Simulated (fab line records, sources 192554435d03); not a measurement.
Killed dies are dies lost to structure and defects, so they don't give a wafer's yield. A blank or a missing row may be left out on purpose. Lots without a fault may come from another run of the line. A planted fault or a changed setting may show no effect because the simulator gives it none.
Which tool did it? | flow n5_finfet | 9 lots, 27 wafers sampled, at 8 steps of a route of 1938

WHAT THE GAUGES READ, wafer by wafer
N5_BEOL_M2_CD_MEAS_28: target cd 26.2 nm, target cd y 24.1 nm.
lot  | measured     | on        | cd_nm (nm)
L183 | day 6 16:59  | cd_sem-02 | 25.98 26.17 25.76
L192 | day 8 16:38  | cd_sem-03 | 26.43 26.20 26.28
L193 | day 9 04:38  | cd_sem-02 | 26.39 25.94 26.05
L197 | day 10 04:45 | cd_sem-02 | 26.25 25.96 26.09
L201 | day 11 06:58 | cd_sem-01 | 26.08 26.19 26.31
L202 | day 11 22:05 | cd_sem-03 | 26.38 26.04 25.79
L204 | day 12 01:26 | cd_sem-03 | 25.94 26.56 26.40
L205 | day 12 02:07 | cd_sem-02 | 26.25 26.81 25.86
L206 | day 12 10:26 | cd_sem-01 | 25.86 26.23 26.06

N5_BEOL_M2_OVL_MEAS_29.
lot  | measured     | on         | V1_OVL (nm)
L183 | day 6 17:01  | overlay-02 | 0.8 -0.3 -0.4
L192 | day 8 16:41  | overlay-01 | -0.6 0.2 0.5
L193 | day 9 04:40  | overlay-02 | 0.5 1.0 0.2
L197 | day 10 04:47 | overlay-01 | -0.5 -0.5 0.2
L201 | day 11 06:59 | overlay-01 | -0.9 -0.5 0.3
L202 | day 11 22:07 | overlay-01 | -0.3 -0.7 -0.4
L204 | day 12 01:29 | overlay-02 | 0.3 0.2 -0.2
L205 | day 12 02:09 | overlay-01 | 0.1 0.3 -0.1
L206 | day 12 10:28 | overlay-02 | 0.2 -0.2 -0.1

N5_BEOL_M2_OCD_MEAS_38.
lot  | measured     | on     | trench_depth_nm (nm)
L183 | day 6 17:59  | ocd-01 | 55.0 55.2 55.2
L192 | day 8 23:28  | ocd-01 | 41.8 40.3 41.6
L193 | day 9 11:17  | ocd-01 | 40.2 39.9 41.8
L197 | day 10 08:48 | ocd-02 | 55.1 56.2 54.9
L201 | day 11 20:27 | ocd-02 | 54.6 56.1 55.5
L202 | day 12 00:04 | ocd-01 | 55.8 55.5 54.8
L204 | day 12 07:57 | ocd-02 | 56.7 57.1 55.5
L205 | day 12 08:05 | ocd-01 | 57.8 55.4 53.2
L206 | day 12 13:27 | ocd-01 | 55.0 56.5 57.6

N5_BEOL_M2_THK_MEAS_53: measures by xrf.
lot  | measured     | on            | M2_THK (nm)
L183 | day 6 21:45  | film_metro-02 | 39.7 40.3 38.3
L192 | day 9 03:20  | film_metro-02 | 26.7 25.5 26.6
L193 | day 9 15:26  | film_metro-02 | 26.0 24.0 26.3
L197 | day 10 12:23 | film_metro-02 | 38.4 40.9 35.9
L201 | day 12 00:21 | film_metro-01 | 37.3 38.1 38.3
L202 | day 12 05:47 | film_metro-01 | 39.9 40.7 39.9
L204 | day 12 11:32 | film_metro-02 | 41.0 40.9 40.7
L205 | day 12 11:36 | film_metro-01 | 40.6 37.6 37.3
L206 | day 12 17:39 | film_metro-01 | 38.7 40.6 41.5

N5_BEOL_M2_RS_MEAS_58: measures by four-point-probe.
lot  | measured     | on            | M2_RS (ohm/sq)
L183 | day 6 22:01  | film_metro-02 | 0.68 0.66 0.71
L192 | day 9 03:40  | film_metro-01 | 1.13 1.19 1.13
L193 | day 9 15:41  | film_metro-02 | 1.17 1.31 1.15
L197 | day 10 12:39 | film_metro-01 | 0.71 0.66 0.78
L201 | day 12 00:37 | film_metro-02 | 0.72 0.70 0.69
L202 | day 12 06:03 | film_metro-01 | 0.66 0.65 0.66
L204 | day 12 11:48 | film_metro-01 | 0.65 0.65 0.66
L205 | day 12 11:55 | film_metro-01 | 0.65 0.71 0.72
L206 | day 12 17:55 | film_metro-02 | 0.69 0.64 0.63

N5_BEOL_M4_RC_MEAS_101.
lot  | measured     | on        | DIBL_N (mV/V)  | DIBL_P (mV/V)  | IOFF_N (nA/um)    | IOFF_P (nA/um) | ION_N (uA/um) | ION_P (uA/um) | SERP_M2 (ohm/um) | SERP_M2_max_site (ohm/um) | SS_N (mV/dec)  | SS_P (mV/dec)  | VT_N (mV)   | VT_P (mV)
L183 | day 7 20:04  | prober-02 | 37.4 35.6 36.4 | 36.9 34.9 33.6 | 0.164 0.128 0.141 | 0.21 0.19 0.17 | 676 659 662   | 456 454 449   | 203 203 210      | 212 220 220               | 72.0 71.5 71.6 | 73.4 73.0 72.7 | 247 251 254 | -252 -253 -255
L192 | day 10 04:10 | prober-02 | 35.8 37.9 38.2 | 35.5 37.8 37.7 | 0.150 0.186 0.192 | 0.20 0.24 0.24 | 677 688 688   | 467 472 466   | 317 327 269      | 369 355 320               | 71.9 72.2 71.8 | 73.4 73.6 73.8 | 249 245 245 | -253 -248 -248
L193 | day 10 18:43 | prober-02 | 36.3 36.4 37.7 | 36.7 37.4 38.8 | 0.166 0.165 0.180 | 0.23 0.25 0.26 | 679 678 672   | 463 471 458   | 313 370 328      | 337 386 347               | 72.5 72.9 72.1 | 72.7 73.8 73.5 | 248 249 248 | -246 -243 -247
L197 | day 11 04:11 | prober-02 | 34.7 35.0 34.6 | 34.2 33.5 34.1 | 0.134 0.135 0.135 | 0.21 0.19 0.20 | 668 665 664   | 469 457 463   | 219 211 227      | 253 225 254               | 71.9 71.2 70.7 | 72.6 72.5 72.9 | 251 252 251 | -248 -252 -251
L201 | day 12 22:20 | prober-02 | 37.0 38.7 38.2 | 37.9 39.9 40.1 | 0.177 0.218 0.195 | 0.24 0.30 0.29 | 694 711 689   | 478 482 480   | 197 198 202      | 212 201 237               | 72.3 72.2 72.1 | 73.2 74.3 73.8 | 245 244 244 | -245 -244 -244
L202 | day 13 09:56 | prober-01 | 34.8 36.2 36.8 | 34.0 35.5 35.9 | 0.146 0.154 0.174 | 0.17 0.20 0.21 | 687 681 699   | 463 469 468   | 184 189 199      | 205 207 203               | 70.9 71.5 71.2 | 72.3 73.7 73.0 | 247 248 247 | -252 -250 -250
L204 | day 13 06:37 | prober-02 | 31.8 32.8 35.6 | 33.0 34.9 37.3 | 0.115 0.123 0.171 | 0.18 0.21 0.24 | 667 663 681   | 461 468 471   | 218 210 207      | 235 238 223               | 70.8 71.1 71.3 | 72.4 73.2 73.8 | 256 254 249 | -250 -246 -247
L205 | day 13 15:26 | prober-02 | 34.6 35.0 37.1 | 33.6 35.3 37.7 | 0.128 0.139 0.180 | 0.19 0.21 0.25 | 664 657 682   | 462 458 465   | 187 202 221      | 195 221 235               | 70.7 71.5 71.9 | 72.0 72.9 74.1 | 253 253 247 | -247 -251 -247
L206 | day 13 14:01 | prober-01 | 37.1 37.2 38.8 | 39.3 38.6 40.2 | 0.192 0.181 0.234 | 0.30 0.27 0.31 | 682 677 687   | 472 469 468   | 191 183 183      | 199 200 192               | 70.9 72.6 72.1 | 74.7 73.8 74.1 | 245 247 244 | -242 -246 -242

WHICH TOOL RAN EACH LOT (tool, then ch and the chambers of the sampled wafers, then the start)
lot  | N5_BEOL_M2_TRENCH_ETCH_37          | N5_BEOL_M2_PRE_CLEAN_45
L183 | rie_diel-06 ch 0,2, day 6 17:50    | pvd_sputter-01, day 6 18:16
L192 | rie_diel-04 ch 0,1, day 8 23:19    | pvd_sputter-02, day 8 23:58
L193 | rie_diel-04 ch 0,1,2, day 9 11:08  | pvd_sputter-02, day 9 11:46
L197 | rie_diel-06 ch 0,1, day 10 08:38   | pvd_sputter-02, day 10 09:07
L201 | rie_diel-06 ch 0,1,3, day 11 20:17 | pvd_sputter-01, day 11 21:04
L202 | rie_diel-06 ch 0,1,3, day 11 23:55 | pvd_sputter-01, day 12 00:23
L204 | rie_diel-04 ch 2,3, day 12 07:48   | pvd_sputter-03, day 12 08:28
L205 | rie_diel-03 ch 1,2,3, day 12 07:55 | pvd_sputter-03, day 12 08:32
L206 | rie_diel-04 ch 0,1,2, day 12 13:18 | pvd_sputter-02, day 12 14:10
- N5_BEOL_M2_TRENCH_ETCH_37: etches SiOC in C4F6/O2, target depth 55.555 nm, time 29.2 s.
- N5_BEOL_M2_PRE_CLEAN_45: time 30 s.

WHAT THE TOOLS THEMSELVES READ (means of the sampled wafers that have a number; where no wafer has one, the mark that the record gives instead)
N5_BEOL_M2_TRENCH_ETCH_37.
lot  | tool        | C4F6_flow_sccm (sccm) | drypump_motor_current_A (A) | oes_product_au (a.u.) | rf_vpp_V (V) | showerhead_plenum_p_Torr (Torr) | throttle_valve_pct (%)
L183 | rie_diel-06 | 10.03                 | 5.3                         | 0.77                  | 658          | 2.75                            | 21.04
L192 | rie_diel-04 | 10.02                 | 5.9                         | 0.68                  | 655          | 2.75                            | 20.62
L193 | rie_diel-04 | 10.02                 | 5.8                         | 0.63                  | 654          | 2.77                            | 20.82
L197 | rie_diel-06 | 10.02                 | 5.0                         | 0.82                  | 671          | 2.78                            | 20.95
L201 | rie_diel-06 | 10.01                 | 5.5                         | 0.83                  | 667          | 2.76                            | 20.90
L202 | rie_diel-06 | 10.02                 | 5.6                         | 0.84                  | 668          | 2.76                            | 20.90
L204 | rie_diel-04 | 9.99                  | 5.7                         | 0.87                  | 654          | 2.79                            | 21.04
L205 | rie_diel-03 | 9.95                  | 6.0                         | 0.90                  | 672          | 2.94                            | 20.66
L206 | rie_diel-04 | 10.03                 | 5.8                         | 0.84                  | 653          | 2.76                            | 20.75

N5_BEOL_M2_PRE_CLEAN_45.
lot  | tool           | heater_power_w (W) | susceptor_temp_C (C)
L183 | pvd_sputter-01 | 333                | 249.92
L192 | pvd_sputter-02 | 345                | 249.90
L193 | pvd_sputter-02 | 330                | 250.10
L197 | pvd_sputter-02 | 346                | 249.88
L201 | pvd_sputter-01 | 368                | 250.17
L202 | pvd_sputter-01 | 332                | 250.18
L204 | pvd_sputter-03 | 346                | 250.08
L205 | pvd_sputter-03 | 313                | 250.07
L206 | pvd_sputter-02 | 346                | 250.03

THE ANSWER, worked out from the rows above alone
Rule: what is usual is taken from the lots themselves. Put in order of their means at a reading, lots are off if they are a third of the lots or fewer, leave a main group of 4 or more, and stand apart from it by a gap of 3 or more times the standard deviation of the main group's means; of several such gaps the widest counts. A main group whose means are all the same, to the digits that the tables above print for the reading, isn't used. A lot without any number at a reading at which 4 lots or more have one is off too. The other lots that the step has rows for count as sound. The gauges are gone through in route order, then the tools' own readings, and for those a lot's mean is taken as printed above. The first step at which some lot is off is used, and at that step the reading that is off furthest; a lot without a number counts as furthest.
Off: L192, L193, at N5_BEOL_M2_OCD_MEAS_38 (trench_depth_nm). The main group: mean 55.7 nm, standard deviation 0.48.
A tool fits if, at a process step before that reading, it ran every lot that is off, and no sound lot after the first of them. The gauges at N5_BEOL_M2_OCD_MEAS_38 aren't tried: what is off there is off at N5_BEOL_M2_THK_MEAS_53 too, on other tools, and a gauge's error can't cause that. None of those tried fits.

WHAT THE SIMULATOR HAD PUT IN
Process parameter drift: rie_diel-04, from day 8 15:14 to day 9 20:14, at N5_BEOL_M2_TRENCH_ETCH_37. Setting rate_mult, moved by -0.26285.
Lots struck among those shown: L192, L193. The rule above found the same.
